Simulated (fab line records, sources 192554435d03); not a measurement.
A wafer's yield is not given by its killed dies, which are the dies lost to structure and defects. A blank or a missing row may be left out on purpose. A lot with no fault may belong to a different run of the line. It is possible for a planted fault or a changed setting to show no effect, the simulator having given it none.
A lot that was struck, set against a sound lot    flow n5 finfet    37 steps out of a route of 1938
Sound: the wafers L203.1, L203.3, L203.6. The struck wafers were L191.3, L191.4, L191.5. The cause comes at the end.
For every step that has rows: the tool of each side, followed by ch and its chambers, followed by its first start. Under that, the readings that differ: sound wafers    struck wafers    difference of the means    sigmas: that difference in standard deviations of wafers without a fault.
alike: same words and numbers on both sides, and readings whose means sit less than 2 such deviations apart. not compared: any withheld reading, any reading some wafer has no value for, any bound like >300 that may hide the same value, and any number with overlapping values for which the record gives no deviation.
A row with sigmas, a row that says differs or no value, or rows on one side alone: a step with any of these is where the two part. Numbers that have no deviation but don't overlap get no sigmas and don't part them. Lack of a reading on every wafer of one side parts them only where that side has two or more wafers.

first, 8 steps without rows for these wafers: N5_BEOL_M1_ANNEAL_51 (time 90 s); N5_BEOL_M1_CMP_52 (polishes, stops on SiOC, t overpolish 6.8 s, target thk 40 nm); N5_BEOL_M1_PRE_CLEAN_60 (time 15 s); N5_BEOL_M1_CO_CAP_55 (material Co, precursor CCTBA/H2, target thk 2 nm, time 102.1 s); N5_BEOL_M1_PRE_CLEAN_56 (time 15 s); N5_BEOL_M1_DEP_57 (deposits SiCN from 3MS/NH3, target thk 8 nm, time 14 s); N5_BEOL_M2_ILD_DEP_00 (deposits SiOC from DEMS/O2, target thk 79 nm, time 15.3 s); N5_BEOL_M2_PECVD_72 (deposits SiO2 from TEOS/O2, target thk 16 nm, time 18 s).
N5_BEOL_M2_HM_DEP_02: deposits TiN, target thk 20 nm.
  sound on pvd sputter-02 at day 12 11:02; struck on pvd sputter-01 at day 9 05:47
reading                                     sound           struck          difference  sigmas
model.TiN_of_BEOL_M2_HM_DEP_02.thk nm (nm)  20.4 20.4 20.2  27.4 27.8 27.6  +7.3        
  alike: substrate temp c, throttle valve pct
then, 16 steps without rows for these wafers: N5_BEOL_M2_COAT_61 (time 60 s, resist thk 60 nm); N5_BEOL_M2_COAT_62 (time 60 s, resist thk 12 nm); N5_BEOL_M2_COAT_73 (time 60 s, resist thk 5 nm); N5_BEOL_M2_COAT_05 (resist thk 30 nm); N5_BEOL_M2_EBR_07; N5_BEOL_M2_SOFTBAKE_06 (time 60 s); N5_BEOL_M2_EXPOSE_08 (exposes mask M2); N5_BEOL_M2_PEB_09 (peb time 60 s); N5_BEOL_M2_DEVELOP_10 (develop time 30 s); N5_BEOL_M2_DESCUM_16 (chemistry O2, time 7 s); N5_BEOL_M2_ETCH_74 (etches underlayer in N2/H2, target depth 6.5 nm, time 5.2 s); N5_BEOL_M2_ETCH_63 (etches SiARC in CF4, target depth 15.6 nm, time 26 s); N5_BEOL_M2_ETCH_64 (etches SOC in N2/H2, target depth 75 nm, overetch 22.5 nm, time 121.9 s); N5_BEOL_M2_STRIP_65 (strips in N2/H2); N5_BEOL_M2_STRIP_75 (strips in N2/H2); N5_BEOL_M2_STRIP_66 (strips in CF4).
N5_BEOL_M2_HM_OPEN_17: chemistry Cl2/BCl3, target TiN, target depth 20 nm, overetch 6 nm.
  sound on rie metal-02 ch 0,1, day 12 11:52; struck on rie metal-03 ch 0,1, day 9 06:43
reading                   sound              struck             difference  sigmas
model.etch.depth nm (nm)  20.36 20.42 20.19  26.93 25.45 25.48  +5.63       
  alike: bcl3 flow sccm, drypump motor current A, oes_ar_750_au, oes product au, throttle valve pct
  not compared: rf hours counter h
then, 8 steps without rows for these wafers: N5_BEOL_M2_STRIP_19 (strips in O2); N5_BEOL_M2_COAT_67 (time 60 s, resist thk 60 nm); N5_BEOL_M2_COAT_68 (time 60 s, resist thk 12 nm); N5_BEOL_M2_COAT_76 (time 60 s, resist thk 5 nm); N5_BEOL_M2_COAT_22 (resist thk 30 nm); N5_BEOL_M2_EBR_24; N5_BEOL_M2_SOFTBAKE_23 (time 60 s); N5_BEOL_M2_EXPOSE_25 (exposes mask V1, defocus 5 nm).
N5_BEOL_M2_TRENCH_ETCH_37: etches SiOC in C4F6/O2, target depth 55.555 nm, time 29.2 s.
  sound: rie diel-06 ch 0,2,3; struck: rie diel-06 ch 1,2,3
reading                                     sound           struck        difference  sigmas
model.TiN_of_BEOL_M2_HM_DEP_02.thk nm (nm)  18.2 18.2 17.8  25 25.4 25.2  +7          
  alike: C4F6_flow_sccm, drypump motor current A, oes_ar_750_au, oes product au, rf vpp V, showerhead plenum p Torr, throttle valve pct
  not compared: rf hours counter h
N5_BEOL_M2_OCD_MEAS_38:
  sound on ocd-02 at day 12 14:05; struck on ocd-02 at day 9 13:26
reading               sound           struck          difference  sigmas
trench depth nm (nm)  53.2 55.0 55.6  54.2 31.4 35.7  -14.2       -13
-- record jumps: 6 days separate the struck wafers' starts on either side; left off in module BEOL_M2, taken up again in module PASSIVATION, whose first shown step is the route's number 1936 --
N5_PASSIVATION_PROBE_49:
  the record has rows for the struck wafers here (prober-02, day 15 09:11) and none for the sound ones

## WHERE THEY PART
Earliest at N5_BEOL_M2_OCD_MEAS_38; latest, in this record, at N5_PASSIVATION_PROBE_49.

WHY: the cause the simulator had injected
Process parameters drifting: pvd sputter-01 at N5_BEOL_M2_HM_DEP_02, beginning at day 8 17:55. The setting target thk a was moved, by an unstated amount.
